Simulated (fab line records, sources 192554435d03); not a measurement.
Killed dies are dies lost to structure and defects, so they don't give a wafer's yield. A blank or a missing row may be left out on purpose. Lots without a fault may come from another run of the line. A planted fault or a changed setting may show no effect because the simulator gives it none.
fab line records | flow n5_finfet
record lots=12 wafers=30 last_day=18
route steps=1938 shown BEOL_M7@1308 PASSIVATION@1936
lots that met no fault: from a run of the same line without faults
start_h: hours from the record's first day to the start of the lot's first wafer shown | wait_h: hours since the lot's step before | " the same as in the row above | L1.1+2: a row that stands for several wafers | - no value, or no start given | * or withheld: withheld | < > ~ a bound
route shown NAME@n: a module of which the file shows steps, and the number in the route of the first | usual: mean/standard deviation of fault-free wafers | same: alike in all rows | chamber/n: place in a boat | sites: the reading at each site | _std_site: their standard deviation | _edge_site: outer sites' mean less inner sites' | radius_mm: how far each site lies from the wafer's centre | mask NAME#n: copy n | behind: the tool/chamber that last shaped the wafer | hold: why the lot was held/for how many hours/how that ended | device: the transistor (n, p or np) that didn't switch | end of line: the same wafers' tests at the end of the route | a step without rows: its recipe alone | killed: dies lost to structure and defects at the first sort, not the wafer's yield | map: a wafer's dies, x killed, . not, _ none there
set.NAME: the setting as run; set.NAME@STEP: as run at that earlier step | model.NAME: the simulator's own value behind a step, which no gauge read
steps of the route over a sample of lots; a table a step, a row a wafer
services: from which hour (start_h, from the record's first day; less than 0 if before it) a tool's chamber was out of use, for how many hours, and why
## steps
# step N5_BEOL_M7_TRENCH_ETCH_37
# recipe chemistry=C4F6/O2 target_depth_a=934.78 target=SiCOH_lowk time_s=31.2 ion_energy_ev=250 pressure_mtorr=30 source_w=345 bias_w=185 Ar_flow_sccm=300 C4F6_flow_sccm=10 O2_flow_sccm=10
# usual drypump_motor_current_A=6.0/0.42 oes_product_au=0.79/0.096 rf_vpp_V=669/23 showerhead_plenum_p_Torr=2.83/0.08 throttle_valve_pct=20.84/0.21
# same time_s=31.2
# columns lot.wafer tool chamber start_h wait_h drypump_motor_current_A oes_product_au rf_hours_counter_h rf_vpp_V showerhead_plenum_p_Torr throttle_valve_pct
L744.4 rie_diel-03 2 - - 6.6 0.72 222 681 2.78 20.73
L744.6 " 0 " " 5.2 0.78 - 677 2.84 20.67
L745.1 rie_diel-03 3 - - 6.4 0.70 212 618 2.90 20.80
L745.2 " 1 " " 5.8 0.94 13 689 2.79 20.71
L745.4 " 2 " " 6.6 0.72 225 680 2.78 20.74
L746.2 rie_diel-02 3 - - 5.8 0.72 194 707 2.70 20.62
L746.3 " 1 " " 5.8 0.72 172 647 2.73 21.37
L751.2 rie_diel-03 0 - - 5.2 0.78 124 677 2.83 20.71
L751.3 " 1 " " 5.8 0.92 20 689 2.79 20.69
L751.5 " 0 " " 5.2 0.77 - 678 2.83 20.70
L750.1 rie_diel-03 1 - - 5.8 0.92 21 688 2.79 20.71
L750.3 " 2 " " 6.6 0.70 232 681 2.77 20.73
L750.4 " 0 " " 5.3 0.78 124 677 2.83 20.73
L752.3 rie_diel-03 1 - - 5.8 0.91 31 689 2.78 20.73
L752.4 " 2 " " 6.6 0.71 241 680 2.77 20.76
L752.6 " 3 " " 6.4 0.69 - 618 2.90 20.83
L748.1 rie_diel-01 2 - - 6.0 0.70 187 681 2.93 21.11
L748.4 " 1 " " 6.1 0.86 - 665 2.78 20.98
L748.5 " 0 " " 6.2 0.89 - 657 2.90 20.71
L754.2 rie_diel-01 2 - - 6.0 0.70 190 678 2.93 21.12
L754.6 " 2 " " 6.0 0.70 - 679 2.93 21.11
L756.2 rie_diel-01 3 - - 5.9 0.69 226 668 2.82 21.06
L756.6 " 3 " " 5.9 0.69 - 667 2.83 21.06
L765.2 rie_diel-03 1 - - 5.9 0.86 59 688 2.77 20.76
L765.4 " 3 " " 6.4 0.67 249 617 2.88 20.88
L767.2 rie_diel-03 0 - - 5.2 0.74 163 676 2.82 20.77
L767.4 " 1 " " 5.8 0.85 - 689 2.77 20.77
L766.4 rie_diel-02 3 - - 5.8 0.70 228 705 2.69 20.66
L766.5 " 0 " " 6.7 0.81 - 652 2.88 20.61
L766.6 " 3 " " 5.9 0.70 - 706 2.69 20.68
# step N5_BEOL_M7_CD_MEAS_35
# recipe target_cd_nm=40 polarity=opening
# usual cd_nm=40.6/0.7
# columns lot.wafer tool chamber start_h wait_h cd_nm
L744.4 cd_sem-03 - 191.34 0.0 41.8
L744.6 " - " " 41.7
L745.1 cd_sem-03 - 202.75 0.0 41.0
L745.2 " - " " 41.0
L745.4 " - " " 40.9
L746.2 cd_sem-03 - 224.33 0.0 40.2
L746.3 " - " " 41.6
L751.2 cd_sem-02 - 228.93 0.0 40.1
L751.3 " - " " 39.9
L751.5 " - " " 39.8
L750.1 cd_sem-03 - 229.33 0.0 40.3
L750.3 " - " " 39.2
L750.4 " - " " 40.7
L752.3 cd_sem-02 - 259.47 0.0 41.4
L752.4 " - " " 42.6
L752.6 " - " " 40.2
L748.1 cd_sem-01 - 262.92 0.0 40.1
L748.4 " - " " 40.3
L748.5 " - " " 39.1
L754.2 cd_sem-01 - 271.92 0.0 41.1
L754.6 " - " " 41.2
L756.2 cd_sem-03 - 283.30 0.0 41.3
L756.6 " - " " 40.0
L765.2 cd_sem-01 - 338.08 0.0 39.6
L765.4 " - " " 40.5
L767.2 cd_sem-02 - 344.03 0.0 40.1
L767.4 " - " " 39.6
L766.4 cd_sem-01 - 350.04 0.0 41.2
L766.5 " - " " 40.5
L766.6 " - " " 40.4
# step N5_BEOL_M7_ALD_77
# recipe material=TaN target_thk_a=20 temp_c=275 ald_precursor_family=PDMAT ald_co_reactant=NH3 pressure_torr=3 carrier_flow_sccm=1500 pulse_time_s=2 purge_time_s=3 co_reactant_purge_time_s=2 co_reactant_pulse_time_s=3 ald_cycles=40 precursor_vessel_temp_c=75 precursor_vessel_pressure_torr=26.25 precursor_vessel_carrier_sccm=1000
# usual heater_power_w=424/45 mfc_carrier_sccm=1500/4.5 susceptor_temp_C=274.98/0.19
# columns lot.wafer tool chamber start_h wait_h heater_power_w mfc_carrier_sccm susceptor_temp_C
L744.4 ald_metal-04 0 191.87 0.0 512 1502 274.94
L744.6 " 3 " " 396 1494 274.72
L745.1 ald_metal-04 0 203.22 0.0 509 1499 274.78
L745.2 " 1 " " 470 1495 275.19
L745.4 " 3 " " 392 1508 274.87
L746.2 ald_metal-01 0 225.05 0.0 422 1498 274.94
L746.3 " 1 " " 398 1498 274.77
L751.2 ald_metal-04 0 229.68 0.1 498 1499 274.81
L751.3 " 3 " " 401 1497 274.97
L751.5 " 1 " " 468 1503 275.23
L750.1 ald_metal-03 1 232.28 0.2 498 1498 274.92
L750.3 " 0 " " 418 1502 275.42
L750.4 " 2 " " 460 1502 274.93
L752.3 ald_metal-03 3 260.00 0.0 354 1496 274.67
L752.4 " 0 " " 423 1501 274.83
L752.6 " 0 " " 423 1509 274.97
L748.1 ald_metal-04 3 263.48 0.0 399 1504 274.86
L748.4 " 1 " " 463 1509 275.19
L748.5 " 1 " " 454 1506 275.22
L754.2 ald_metal-03 3 272.59 0.1 361 1502 274.79
L754.6 " 0 " " 410 1492 275.00
L756.2 ald_metal-01 0 283.88 0.0 423 1504 274.83
L756.6 " 0 " " 424 1504 275.01
L765.2 ald_metal-01 1 339.86 0.0 407 1502 275.02
L765.4 " 3 " " 392 1496 275.27
L767.2 ald_metal-04 3 344.79 0.3 393 1505 275.20
L767.4 " 1 " " 470 1494 274.96
L766.4 ald_metal-04 0 350.99 0.3 494 1491 274.94
L766.5 " 1 " " 469 1497 274.95
L766.6 " 2 " " 354 1497 274.80
# step N5_BEOL_M7_ECD_50
# recipe material=Cu target_thk_a=3000
# columns lot.wafer tool chamber start_h wait_h
L744.4+6 ecd_cu-01 0,1 192.85 0.3
L745.1+2+4 ecd_cu-01 0,1,1 204.04 0.1
L746.2+3 ecd_cu-01 0,1 225.83 0.1
L751.2+3+5 ecd_cu-02 0,1,1 230.84 0.1
L750.1+3+4 ecd_cu-02 1,1,0 232.99 0.1
L752.3+4+6 ecd_cu-01 0,1,1 260.94 0.1
L748.1+4+5 ecd_cu-02 1,1,0 264.59 0.1
L754.2+6 ecd_cu-02 0,1 274.08 0.1
L756.2+6 ecd_cu-02 0 285.68 0.1
L765.2+4 ecd_cu-01 1,0 340.54 0.1
L767.2+4 ecd_cu-01 1 346.91 0.1
L766.4+5+6 ecd_cu-01 1,0,1 352.47 0.1
# step N5_BEOL_M7_CMP_52
# recipe stop_on=SiCOH_lowk t_overpolish_s=6.9 down_force_psi=1 platen_rpm=50 clearing_platen_down_force_psi=1.5 clearing_platen_rpm=50 post_cmp_clean=cu_alkaline target_thk_nm=80 clearing_platen_pad_velocity_m_s=0.99484 pad_velocity_m_s=0.99484
# usual edge_zone_pressure_frac=1.000/0.0053 motor_current_A=5.9/0.57 slurry_filter_dp_kPa=13.51/0.13 time_to_endpoint_s=64/4.8
# columns lot.wafer tool chamber start_h wait_h edge_zone_pressure_frac motor_current_A slurry_filter_dp_kPa time_to_endpoint_s
L744.4 cmp-03 3 193.54 0.2 1.001 5.9 13.45 61
L744.6 " 0 " " 1.004 5.5 13.59 68
L745.4 cmp-04 1 204.46 0.2 0.994 5.4 13.41 60
L745.1 " 2 " " 1.007 5.6 13.48 62
L745.2 " 3 " " 0.995 6.0 13.55 64
L746.2 cmp-02 1 226.34 0.2 1.000 5.8 13.31 62
L746.3 " 0 " " 1.013 5.6 13.63 67
L751.2 cmp-02 1 231.25 0.2 1.001 5.7 13.44 62
L751.3 " 2 " " 1.000 5.8 13.28 58
L751.5 " 1 " " 1.000 5.7 13.40 61
L750.4 cmp-04 2 233.60 0.1 1.005 5.4 13.59 59
L750.1 " 3 " " 0.998 5.8 13.51 64
L750.3 " 1 " " 0.998 5.1 13.59 61
L752.4 cmp-03 0 261.35 0.1 0.997 5.5 13.39 70
L752.3 " 3 " " 1.009 5.4 13.42 60
L752.6 " 1 " " 1.001 5.8 13.44 75
L748.1 cmp-02 3 265.03 0.3 1.006 6.5 13.49 62
L748.4 " 2 " " 0.998 6.0 13.65 62
L748.5 " 0 " " 1.000 5.8 13.38 62
L754.2 cmp-04 3 275.06 0.3 0.986 6.0 13.57 63
L754.6 " 1 " " 1.003 5.2 13.47 85
L756.2 cmp-02 0 286.18 0.3 0.994 5.8 13.30 66
L756.6 " 1 " " 1.003 6.0 13.60 87
L765.4 cmp-02 2 340.93 0.1 1.001 6.2 13.66 59
L765.2 " 3 " " 0.995 6.4 13.58 59
L767.4 cmp-04 1 347.41 0.1 1.011 5.1 13.49 58
L767.2 " 3 " " 0.999 5.7 13.67 64
L766.4 cmp-03 0 353.12 0.1 0.998 5.8 13.37 70
L766.5 " 0 " " 1.002 5.6 13.60 69
L766.6 " 1 " " 0.990 5.6 13.54 69
# step N5_PASSIVATION_PROBE_49
# usual defect_limited_yield=91.1/1.3 killed_at_M0_to_M3=32/9.7 killed_at_M4_up=16/6 killed_at_contacts=12/5.9 killed_at_front_end=41/11 killed_at_other=4/3.1 killed_dies=104/16 killed_on_rim=14/4 killed_open=68/12 killed_short=34/7.4 sort_bin_5_function=5.1/0.85 sort_bin_6_memory=3.3/0.66 sort_bin_8_speed=0.1/0.53 sort_n_pass=1075/16 sort_yield_pct=91.1/1.4
# same gross_dies=1180 killed_at_back_side=0 sort_bin_4_leakage[%]=0
# columns lot.wafer tool chamber start_h wait_h defect_limited_yield[%] killed_at_M0_to_M3 killed_at_M4_up killed_at_contacts killed_at_front_end killed_at_other killed_dies killed_on_rim killed_open killed_short sort_bin_5_function[%] sort_bin_6_memory[%] sort_bin_8_speed[%] sort_n_pass sort_yield_pct[%]
L744.4 prober-01 - 285.25 0.3 91.4 42 12 9 32 7 102 10 59 37 4.9 3.4 0 1078 91.4
L744.6 prober-01 - 285.35 0.4 93.0 21 4 14 44 0 83 6 60 23 4.2 2.6 0.3 1093 92.6
L750.1 prober-02 - 319.56 0.2 90.3 34 15 11 51 3 114 12 80 34 4.4 5.0 0 1066 90.3
L750.3 prober-02 - 319.66 0.3 89.9 47 14 15 41 2 119 15 85 32 6.3 3.3 0 1061 89.9
L750.4 prober-02 - 319.71 0.3 92.4 29 13 11 34 3 90 11 59 30 4.8 2.6 0 1090 92.4
L751.2 prober-01 - 321.42 0.1 89.2 48 15 23 34 7 127 14 79 42 5.8 4.4 0 1053 89.2
L751.3 prober-01 - 321.47 0.1 92.0 31 24 12 26 1 94 12 53 41 4.8 2.9 0 1086 92.0
L751.5 prober-01 - 321.57 0.2 92.7 27 19 9 25 6 86 12 63 23 4.2 2.9 0 1094 92.7
L748.1 prober-02 - 341.58 0.0 90.0 45 18 8 46 1 118 16 65 45 5.7 3.3 0 1062 90.0
L748.4 prober-02 - 341.73 0.2 90.1 39 17 8 44 9 117 14 76 41 6.0 3.7 0 1063 90.1
L748.5 prober-02 - 341.78 0.2 92.1 31 12 3 42 5 93 13 58 35 4.2 3.6 0 1087 92.1
L754.2 prober-02 - 346.97 0.1 93.5 25 11 7 31 3 77 13 47 21 2.9 2.9 0 1103 93.5
L754.6 prober-02 - 347.17 0.3 92.5 29 15 12 30 2 88 10 56 32 4.8 2.3 0 1092 92.5
L756.2 prober-01 - 367.61 0.1 89.9 34 11 9 54 11 119 16 69 43 6.4 2.6 0.1 1061 89.9
L756.6 prober-01 - 367.81 0.3 88.8 50 17 12 42 11 132 18 81 51 6.4 4.4 0 1048 88.8
L765.2 prober-02 - 418.25 0.1 91.6 30 20 16 28 5 99 19 66 32 5.7 2.5 0 1081 91.6
L765.4 prober-02 - 418.35 0.2 92.7 25 20 2 36 3 86 11 51 32 4.4 2.5 0 1094 92.7
L767.2 prober-02 - 442.78 0.6 89.1 38 13 13 60 5 129 15 87 34 6.8 3.1 0 1051 89.1
L767.4 prober-02 - 442.88 0.7 91.1 40 9 8 48 0 105 16 60 43 5.1 3.5 0 1075 91.1
# killed by level:class
L744.4 BEOL_M0:geometric_particle:short=11 STI_FIN_REVEAL:geometric_particle:open=9 BEOL_M0_SAQP:geometric_particle:short=8 BEOL_M0_SAQP:geometric_particle:open=8 BEOL_M0:geometric_particle:open=8 FIN_SAQP:geometric_particle:open=5 MOL_CONTACT_COAG:geometric_particle:open=5 DUMMY_GATE:geometric_particle:open=4
L744.6 MOL_CONTACT_COAG:geometric_particle:open=13 FIN_SAQP:geometric_particle:open=10 STI_FIN_REVEAL:geometric_particle:open=9 BEOL_M0_SAQP:geometric_particle:open=5 BEOL_M1:geometric_particle:open=5 STARTING-WAFER:geometric_particle:open=5 FIN_SAQP:geometric_particle:short=4 GATE_CUT:geometric_particle:short=4
L750.1 FIN_SAQP:geometric_particle:short=13 BEOL_M1:geometric_particle:open=13 FIN_SAQP:geometric_particle:open=10 STI_FIN_REVEAL:geometric_particle:open=9 BEOL_M2:geometric_particle:open=9 MOL_CONTACT_COAG:geometric_particle:open=8 BEOL_M3:geometric_particle:open=6 BEOL_M4:geometric_particle:open=6
L750.3 MOL_CONTACT_COAG:geometric_particle:open=12 BEOL_M1:geometric_particle:open=11 FIN_SAQP:geometric_particle:open=11 BEOL_M2:geometric_particle:open=9 STI_FIN_REVEAL:geometric_particle:open=8 BEOL_M3:geometric_particle:open=8 FIN_SAQP:geometric_particle:short=7 BEOL_M4:geometric_particle:open=7
L750.4 BEOL_M1:geometric_particle:open=11 FIN_SAQP:geometric_particle:short=9 MOL_CONTACT_COAG:geometric_particle:open=9 FIN_SAQP:geometric_particle:open=6 BEOL_M5:geometric_particle:open=6 BEOL_M0_SAQP:geometric_particle:short=5 DUMMY_GATE:geometric_particle:open=4 GATE_CUT:geometric_particle:open=4
L751.2 MOL_CONTACT_COAG:geometric_particle:open=17 BEOL_M2:geometric_particle:open=12 STI_FIN_REVEAL:geometric_particle:open=11 BEOL_M0_SAQP:geometric_particle:short=10 BEOL_M0_SAQP:geometric_particle:open=8 MOL_CONTACT_COAG:geometric_particle:short=6 BEOL_M2:geometric_particle:short=5 FIN_SAQP:geometric_particle:short=4
L751.3 STI_FIN_REVEAL:geometric_particle:open=15 MOL_CONTACT_COAG:geometric_particle:open=9 BEOL_M0_SAQP:geometric_particle:short=9 BEOL_M4:geometric_particle:short=9 BEOL_M1:geometric_particle:open=5 FIN_SAQP:geometric_particle:open=4 BEOL_M0_SAQP:geometric_particle:open=4 MOL_CONTACT_COAG:geometric_particle:short=3
L751.5 BEOL_M4:geometric_particle:open=10 BEOL_M2:geometric_particle:open=9 MOL_CONTACT_COAG:geometric_particle:open=8 BEOL_M0_SAQP:geometric_particle:open=5 FIN_SAQP:geometric_particle:short=4 BEOL_M3:geometric_particle:open=4 BEOL_M8:geometric_particle:open=4 STARTING-WAFER:geometric_particle:short=4
L748.1 BEOL_M2:geometric_particle:open=12 BEOL_M0_SAQP:geometric_particle:short=8 FIN_SAQP:geometric_particle:open=7 BEOL_M4:geometric_particle:open=7 HKMG_FIN:area_etch=7 FIN_SAQP:geometric_particle:short=6 DUMMY_GATE:geometric_particle:open=6 MOL_CONTACT_COAG:geometric_particle:open=6
L748.4 BEOL_M0_SAQP:geometric_particle:short=10 BEOL_M2:geometric_particle:open=10 STI_FIN_REVEAL:geometric_particle:open=9 BEOL_M0_SAQP:geometric_particle:open=9 FIN_SAQP:geometric_particle:open=8 BEOL_M4:geometric_particle:open=7 GATE_CUT:geometric_particle:short=6 FIN_SAQP:geometric_particle:short=5
L748.5 FIN_SAQP:geometric_particle:open=12 FIN_SAQP:geometric_particle:short=11 BEOL_M1:geometric_particle:open=8 BEOL_M0_SAQP:geometric_particle:short=7 BEOL_M2:geometric_particle:open=6 BEOL_M5:geometric_particle:open=5 STARTING-WAFER:geometric_particle:short=5 BEOL_M0_SAQP:geometric_particle:open=4
L754.2 BEOL_M1:geometric_particle:open=8 HKMG_FIN:area_etch=6 STI_FIN_REVEAL:geometric_particle:open=5 MOL_CONTACT_COAG:geometric_particle:open=5 BEOL_M0:geometric_particle:open=5 STI_FIN_REVEAL:geometric_particle:short=3 GATE_CUT:geometric_particle:open=3 BEOL_M1:geometric_particle:short=3
L754.6 MOL_CONTACT_COAG:geometric_particle:open=11 BEOL_M0_SAQP:geometric_particle:short=9 STI_FIN_REVEAL:geometric_particle:open=7 BEOL_M8:geometric_particle:open=7 FIN_SAQP:geometric_particle:short=6 GATE_CUT:geometric_particle:short=6 BEOL_M3:geometric_particle:open=6 BEOL_M1:geometric_particle:open=5
L756.2 FIN_SAQP:geometric_particle:short=14 BEOL_M0_SAQP:geometric_particle:open=11 FIN_SAQP:geometric_particle:open=9 GATE_CUT:geometric_particle:open=9 GATE_CUT:geometric_particle:short=6 MOL_CONTACT_COAG:geometric_particle:open=6 BEOL_M0_SAQP:geometric_particle:short=6 HKMG_FIN:area_etch=6
L756.6 FIN_SAQP:geometric_particle:open=10 BEOL_M3:geometric_particle:open=10 GATE_CUT:geometric_particle:short=10 MOL_CONTACT_COAG:geometric_particle:open=9 BEOL_M4:geometric_particle:open=8 BEOL_M0_SAQP:geometric_particle:open=8 BEOL_M0:geometric_particle:open=7 PAD_METAL:geometric_particle:short=7
L765.2 MOL_CONTACT_COAG:geometric_particle:open=11 BEOL_M4:geometric_particle:open=9 BEOL_M0_SAQP:geometric_particle:open=8 STI_FIN_REVEAL:geometric_particle:open=7 FIN_SAQP:geometric_particle:short=6 MOL_CONTACT_COAG:geometric_particle:short=5 BEOL_M0_SAQP:geometric_particle:short=5 BEOL_M2:geometric_particle:open=5
L765.4 BEOL_M4:geometric_particle:open=10 FIN_SAQP:geometric_particle:short=7 BEOL_M0_SAQP:geometric_particle:short=7 BEOL_M1:geometric_particle:open=7 GATE_CUT:geometric_particle:open=5 GATE_CUT:geometric_particle:short=5 BEOL_M2:geometric_particle:open=5 FIN_SAQP:geometric_particle:open=4
L767.2 FIN_SAQP:geometric_particle:open=18 FIN_SAQP:geometric_particle:short=14 MOL_CONTACT_COAG:geometric_particle:open=11 STI_FIN_REVEAL:geometric_particle:open=8 BEOL_M0_SAQP:geometric_particle:open=8 HKMG_FIN:area_etch=8 BEOL_M1:geometric_particle:open=7 BEOL_M3:geometric_particle:open=7
L767.4 STI_FIN_REVEAL:geometric_particle:open=12 BEOL_M0_SAQP:geometric_particle:short=12 FIN_SAQP:geometric_particle:short=9 FIN_SAQP:geometric_particle:open=9 BEOL_M1:geometric_particle:open=8 DUMMY_GATE:geometric_particle:open=6 MOL_CONTACT_COAG:geometric_particle:open=6 BEOL_M2:geometric_particle:open=5
## services
# columns tool chamber start_h hours kind
cmp-04 - 171.47 3.7 pm
rie_diel-01 - 185.38 2.8 pm
cmp-03 - 185.96 4.0 pm
cmp-03 - 202.86 7.1 pm
rie_diel-01 1 203.57 9.8 repair
ald_metal-01 2 216.17 2.4 repair
ald_metal-01 0 244.90 1.6 repair
ecd_cu-02 - 254.18 1.9 repair
rie_diel-01 3 254.41 9.7 repair
ald_metal-01 0 255.86 4.0 repair
ald_metal-03 1 262.22 8.8 repair
cmp-03 - 265.10 2.1 repair
ald_metal-01 - 265.40 0.6 repair
rie_diel-03 3 274.13 5.8 repair
rie_diel-01 3 275.10 4.1 repair
ald_metal-03 1 282.50 6.5 repair
ecd_cu-02 - 283.06 1.0 repair
ald_metal-04 2 310.63 1.7 repair
rie_diel-03 0 311.45 3.0 repair
cmp-02 - 320.10 1.7 repair
cmp-02 - 323.33 4.0 pm
cmp-02 - 332.21 2.9 repair
ald_metal-03 - 337.59 14.0 pm
ald_metal-01 - 343.11 8.7 pm
## key
first_sign step=N5_BEOL_M7_CMP_52 reading=time_to_endpoint_s direction=up sigmas=4.7 usual=* struck=*
effect none on later readings
met_at N5_BEOL_M7_ECD_50
struck_lots L754,L756
struck_wafers L754.6,L756.6
not_acting_at N5_BEOL_M7_TRENCH_ETCH_37,N5_BEOL_M7_CD_MEAS_35,N5_BEOL_M7_ALD_77
onset_between 264.59 274.08
fault kind=process_parameter_drift tool=ecd_cu-02 chamber=- onset_h=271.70 steps=N5_BEOL_M7_ECD_50 channel=target_thk_a offset=* shape=step end_h=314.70 scope=struck_wafers_only acts_in=* stated=*
